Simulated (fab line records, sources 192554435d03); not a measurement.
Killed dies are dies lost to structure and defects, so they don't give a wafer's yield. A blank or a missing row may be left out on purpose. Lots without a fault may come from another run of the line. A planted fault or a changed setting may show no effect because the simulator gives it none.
Chamber matching | flow n5_finfet | N5_BEOL_M0_PRE_CLEAN_131 on cvd_co-02: 3 sister chambers
The step time 15 s. 6 wafers are shown with their chamber, then 7 later ones without.

WAFERS WITH THEIR CHAMBER
wafer  | chamber | heater_power_w (W) | rf_fwd_power_W (W)
L898.5 | 1       | 59                 | 297.5
L897.1 | 0       | 93                 | 296.4
L897.4 | 1       | 58                 | 299.0
L897.6 | 2       | 102                | 297.0
L904.1 | 0       | 92                 | 296.6
L904.3 | 2       | 103                | 299.2

WAFERS WITHOUT THEIR CHAMBER
wafer  | heater_power_w (W) | rf_fwd_power_W (W)
L904.4 | 93                 | 298.5
L911.1 | 103                | 297.0
L911.3 | 60                 | 299.2
L911.5 | 59                 | 298.5
L913.2 | 94                 | 297.6
L913.3 | 102                | 298.1
L913.5 | 104                | 299.2

WHICH CHAMBER EACH WENT THROUGH
wafer  | from the rows above | in truth
L904.4 | 0                   | 0
L911.1 | 2                   | 2
L911.3 | 1                   | 1
L911.5 | 1                   | 1
L913.2 | 0                   | 0
L913.3 | 2                   | 2
L913.5 | 2                   | 2
Placed correctly: 7 of 7. Can't be placed from these rows: 0. Placed wrongly: 0.
How it was worked out, from the rows above alone: a wafer's distance from a chamber is the root of the sum, over the readings, of the square of ((its reading less the chamber's mean) divided by the reading's scatter). The wafer belongs to the nearest chamber; if the next one is less than 2 further off, it can't be placed. A chamber's mean is the mean of its shown wafers. The scatter: the root of (the sum of the squares of (reading less its chamber's mean) over the shown wafers, divided by (wafers less chambers)).
